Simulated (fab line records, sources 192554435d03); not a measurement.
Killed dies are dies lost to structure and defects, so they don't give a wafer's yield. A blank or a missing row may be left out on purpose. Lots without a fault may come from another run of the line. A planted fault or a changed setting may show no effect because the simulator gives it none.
Which tool did it? | flow n5_finfet | 11 lots, 30 wafers sampled, at 5 steps of a route of 1938

WHAT THE GAUGES READ, wafer by wafer
The record holds no reading of a measuring or inspecting step that can be judged against a usual standard deviation.

WHICH TOOL RAN EACH LOT (tool, then ch and the chambers of the sampled wafers, then the start)
lot  | N5_BEOL_M14_DESCUM_33              | N5_BEOL_M14_ETCH_68                | N5_BEOL_M15_COAT_58               | N5_BEOL_M15_DESCUM_15              | N5_PASSIVATION_PROBE_49
L115 | rie_diel-04 ch 0,2,3, day 11 21:12 | rie_diel-04 ch 0,2,3, day 11 21:23 | litho_track-03 ch 0, day 12 01:34 | rie_diel-06 ch 1,2,3, day 12 02:04 | -
L117 | rie_diel-05 ch 2,3, day 12 10:16   | rie_diel-05 ch 2,3, day 12 10:27   | litho_track-02 ch 0, day 12 12:48 | rie_diel-03 ch 0,1, day 12 13:15   | -
L122 | rie_diel-02 ch 0,1, day 14 14:14   | rie_diel-02 ch 0,1, day 14 14:25   | litho_track-03 ch 0, day 14 20:59 | rie_diel-03 ch 1,2,3, day 14 21:29 | -
L125 | rie_diel-02 ch 1,2, day 14 17:58   | rie_diel-02 ch 1,2, day 14 18:09   | litho_track-03 ch 0, day 14 22:16 | rie_diel-01 ch 0,2, day 14 22:44   | prober-01, day 16 01:27
L127 | rie_diel-05 ch 0,2,3, day 14 23:05 | rie_diel-05 ch 0,2,3, day 14 23:16 | litho_track-02 ch 0, day 15 02:16 | rie_diel-01 ch 0,3, day 15 02:45   | prober-02, day 16 01:41
L130 | rie_diel-05 ch 0,3, day 16 04:10   | rie_diel-05 ch 0,3, day 16 04:20   | litho_track-03 ch 0, day 16 07:28 | rie_diel-01 ch 1, day 16 07:50     | prober-01, day 17 06:22
L128 | rie_diel-04 ch 2,3, day 16 04:40   | rie_diel-04 ch 2,3, day 16 04:52   | litho_track-03 ch 0, day 16 09:41 | rie_diel-03 ch 1,3, day 16 10:03   | -
L131 | rie_diel-02 ch 0,2, day 16 04:44   | rie_diel-02 ch 0,2, day 16 04:55   | litho_track-03 ch 0, day 16 10:20 | rie_diel-01 ch 0,1, day 16 10:42   | prober-01, day 17 11:25
L132 | rie_diel-05 ch 0,2,3, day 16 21:50 | rie_diel-05 ch 0,2,3, day 16 22:01 | litho_track-02 ch 0, day 17 04:41 | rie_diel-01 ch 0,1, day 17 05:13   | prober-02, day 18 01:34
L135 | rie_diel-05 ch 0,1,3, day 17 10:01 | rie_diel-05 ch 0,1,3, day 17 10:12 | litho_track-02 ch 0, day 17 13:49 | rie_diel-06 ch 1,2,3, day 17 14:18 | -
L133 | rie_diel-04 ch 0,1,2, day 17 11:02 | rie_diel-04 ch 0,1,2, day 17 11:13 | litho_track-04 ch 0, day 17 14:02 | rie_diel-03 ch 0,1,3, day 17 14:31 | -
- N5_BEOL_M14_DESCUM_33: chemistry O2, time 7.9 s.
- N5_BEOL_M14_ETCH_68: etches SOC in N2/H2, time 450 s.
- N5_BEOL_M15_COAT_58: time 60 s, resist thk 89 nm.
- N5_BEOL_M15_DESCUM_15: chemistry O2, time 7.9 s.
- N5_PASSIVATION_PROBE_49

WHAT THE TOOLS THEMSELVES READ (means of the sampled wafers that have a number; where no wafer has one, the mark that the record gives instead)
N5_BEOL_M14_DESCUM_33. Usual: drypump_motor_current_A 5.9 A, standard deviation 0.38; oes_product_au 0.80 a.u., standard deviation 0.08; rf_vpp_V 243.4 V, standard deviation 1.8; showerhead_plenum_p_Torr 2.11 Torr, standard deviation 0.11; throttle_valve_pct 20.34 %, standard deviation 0.16.
lot  | tool        | drypump_motor_current_A (A) | oes_product_au (a.u.) | rf_vpp_V (V) | showerhead_plenum_p_Torr (Torr) | throttle_valve_pct (%) | flag
L115 | rie_diel-04 | 6.2                         | 0.80                  | 243.3        | 2.10                            | 20.41                  |
L117 | rie_diel-05 | 6.0                         | 0.88                  | 244.2        | 2.20                            | 20.33                  |
L122 | rie_diel-02 | 5.4                         | 0.76                  | 244.1        | 2.19                            | 20.34                  |
L125 | rie_diel-02 | 5.8                         | 0.80                  | 243.0        | 2.13                            | 20.35                  |
L127 | rie_diel-05 | 5.9                         | 0.81                  | 243.2        | 2.17                            | 20.33                  |
L130 | rie_diel-05 | 5.9                         | 0.78                  | 243.9        | 2.15                            | 20.32                  |
L128 | rie_diel-04 | 6.0                         | 0.87                  | 242.8        | 2.03                            | 20.36                  |
L131 | rie_diel-02 | 5.8                         | 0.82                  | 243.6        | 2.11                            | 20.25                  |
L132 | rie_diel-05 | 5.9                         | 0.79                  | 244.4        | 2.16                            | 20.36                  |
L135 | rie_diel-05 | 5.8                         | 0.75                  | 242.6        | 2.06                            | 20.43                  |
L133 | rie_diel-04 | 6.2                         | 0.82                  | 244.2        | 2.14                            | 20.31                  |

N5_BEOL_M14_ETCH_68. Usual: drypump_motor_current_A 5.9 A, standard deviation 0.38; oes_product_au 0.80 a.u., standard deviation 0.08; rf_vpp_V 525 V, standard deviation 3.5; showerhead_plenum_p_Torr 2.57 Torr, standard deviation 0.12; throttle_valve_pct 17.72 %, standard deviation 0.19.
lot  | tool        | drypump_motor_current_A (A) | oes_product_au (a.u.) | rf_vpp_V (V) | showerhead_plenum_p_Torr (Torr) | throttle_valve_pct (%) | flag
L115 | rie_diel-04 | 6.2                         | 0.81                  | 524          | 2.55                            | 17.76                  |
L117 | rie_diel-05 | 6.0                         | 0.88                  | 527          | 2.67                            | 17.66                  |
L122 | rie_diel-02 | 5.4                         | 0.76                  | 527          | 2.66                            | 17.69                  |
L125 | rie_diel-02 | 5.8                         | 0.80                  | 525          | 2.60                            | 17.73                  |
L127 | rie_diel-05 | 5.9                         | 0.81                  | 527          | 2.64                            | 17.69                  |
L130 | rie_diel-05 | 5.9                         | 0.78                  | 526          | 2.61                            | 17.70                  |
L128 | rie_diel-04 | 6.0                         | 0.88                  | 522          | 2.48                            | 17.72                  |
L131 | rie_diel-02 | 5.8                         | 0.82                  | 525          | 2.58                            | 17.67                  |
L132 | rie_diel-05 | 5.9                         | 0.79                  | 526          | 2.63                            | 17.71                  |
L135 | rie_diel-05 | 5.8                         | 0.75                  | 523          | 2.50                            | 17.82                  |
L133 | rie_diel-04 | 6.2                         | 0.82                  | 526          | 2.60                            | 17.67                  |

N5_BEOL_M15_COAT_58. Usual: exhaust_pa 44.9 Pa, standard deviation 0.82; spin_speed_rpm 1500.1 rpm, standard deviation 1.
lot  | tool           | exhaust_pa (Pa) | spin_speed_rpm (rpm) | flag
L115 | litho_track-03 | 46.2            | 1500.6               |
L117 | litho_track-02 | 45.2            | 1501.1               |
L122 | litho_track-03 | 44.9            | 1499.7               |
L125 | litho_track-03 | 45.5            | 1500.4               |
L127 | litho_track-02 | 44.0            | 1500.5               |
L130 | litho_track-03 | 44.7            | 2007.6               | OFF
L128 | litho_track-03 | 45.4            | 2008.5               | OFF
L131 | litho_track-03 | 44.5            | 2008.8               | OFF
L132 | litho_track-02 | 44.8            | 1499.9               |
L135 | litho_track-02 | 43.4            | 1501.1               |
L133 | litho_track-04 | 44.3            | 1500.4               |

N5_BEOL_M15_DESCUM_15. Usual: drypump_motor_current_A 5.49 A, standard deviation 0.26; oes_product_au 0.80 a.u., standard deviation 0.1; rf_vpp_V 242.4 V, standard deviation 1.5; showerhead_plenum_p_Torr 2.05 Torr, standard deviation 0.078; throttle_valve_pct 20.39 %, standard deviation 0.3.
lot  | tool        | drypump_motor_current_A (A) | oes_product_au (a.u.) | rf_vpp_V (V) | showerhead_plenum_p_Torr (Torr) | throttle_valve_pct (%) | flag
L115 | rie_diel-06 | 5.67                        | 0.78                  | 243.6        | 2.10                            | 20.27                  |
L117 | rie_diel-03 | 5.46                        | 0.72                  | 241.4        | 2.01                            | 20.28                  |
L122 | rie_diel-03 | 5.40                        | 0.79                  | 241.6        | 2.01                            | 20.53                  |
L125 | rie_diel-01 | 5.27                        | 0.85                  | 243.5        | 2.09                            | 20.53                  |
L127 | rie_diel-01 | 5.27                        | 0.76                  | 242.2        | 2.07                            | 20.50                  |
L130 | rie_diel-01 | 5.60                        | 0.95                  | 243.2        | 2.14                            | 20.18                  |
L128 | rie_diel-03 | 5.46                        | 0.80                  | 241.4        | 1.97                            | 20.35                  |
L131 | rie_diel-01 | 5.32                        | 0.86                  | 242.9        | 2.12                            | 20.43                  |
L132 | rie_diel-01 | 5.24                        | 0.82                  | 243.0        | 2.11                            | 20.54                  |
L135 | rie_diel-06 | 5.68                        | 0.82                  | 244.6        | 2.17                            | 20.19                  |
L133 | rie_diel-03 | 5.51                        | 0.86                  | 242.5        | 2.00                            | 20.22                  |

N5_PASSIVATION_PROBE_49. Usual: defect_limited_yield 91.0 %, standard deviation 1.5; killed_at_M0_to_M3 37, standard deviation 12; killed_at_M4_up 13, standard deviation 5; killed_at_contacts 13, standard deviation 6.1; killed_at_front_end 39, standard deviation 11; killed_at_other 4, standard deviation 3.2; killed_dies 106, standard deviation 17; killed_on_rim 13, standard deviation 4.2; killed_open 69, standard deviation 12; killed_short 35, standard deviation 7.9; sort_bin_5_function 5.3 %, standard deviation 1; sort_bin_6_memory 3.3 %, standard deviation 0.68; sort_n_pass 1074, standard deviation 17; sort_yield_pct 91.0 %, standard deviation 1.5.
lot  | tool      | defect_limited_yield (%) | killed_at_M0_to_M3 | killed_at_M4_up | killed_at_contacts | killed_at_front_end | killed_at_other | killed_dies | killed_on_rim | killed_open | killed_short | sort_bin_5_function (%) | sort_bin_6_memory (%) | sort_n_pass | sort_yield_pct (%) | flag
L125 | prober-01 | 92.1                     | 26                 | 6               | 15                 | 44                  | 2               | 94          | 10            | 58          | 34           | 4.8                     | 2.8                   | 1086        | 92.1               |
L127 | prober-02 | 90.0                     | 38                 | 15              | 15                 | 45                  | 4               | 118         | 17            | 82          | 35           | 5.9                     | 3.8                   | 1062        | 90.0               |
L130 | prober-01 | 89.8                     | 46                 | 15              | 9                  | 42                  | 8               | 120         | 20            | 71          | 46           | 6.0                     | 3.6                   | 1060        | 89.8               |
L131 | prober-01 | 92.8                     | 33                 | 16              | 11                 | 22                  | 2               | 85          | 12            | 57          | 26           | 4.2                     | 2.6                   | 1095        | 92.8               |
L132 | prober-02 | 92.0                     | 29                 | 15              | 9                  | 38                  | 3               | 94          | 14            | 63          | 29           | 4.8                     | 2.9                   | 1086        | 92.0               |

THE ANSWER, worked out from the rows above alone
Rule: a lot is off if the mean of its wafers that have a number lies more than 3 standard deviations from the usual mean. A lot without any number at a reading at which 4 lots or more have one is off too. The other lots that the step has rows for count as sound. The gauges are gone through in route order, then the tools' own readings, and for those a lot's mean is taken as printed above. The first step at which some lot is off is used, and at that step the reading that is off furthest; a lot without a number counts as furthest.
Off: L130, L128, L131, at N5_BEOL_M15_COAT_58 (spin_speed_rpm).
A tool fits if, at that step or a process step before it, it ran every lot that is off, and no sound lot after the first of them. One fits: litho_track-03 at N5_BEOL_M15_COAT_58. Its last sound lot is L125 (day 14 22:16), its first lot that is off L130 (day 16 07:28): a fault that began between those two fits.
The tool's own readings at N5_BEOL_M15_COAT_58 bear it out: on the lots that are off they differ by more than 5 times the standard deviation of the sound lots' means. spin_speed_rpm reads 2008.3 rpm there against 1500.5 rpm on the sound lots.

WHAT THE SIMULATOR HAD PUT IN
Process parameter drift: litho_track-03, from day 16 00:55 on, at N5_BEOL_M15_COAT_58. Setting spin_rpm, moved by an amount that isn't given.
Lots struck among those shown: L130, L128, L131. The rule above found the same.
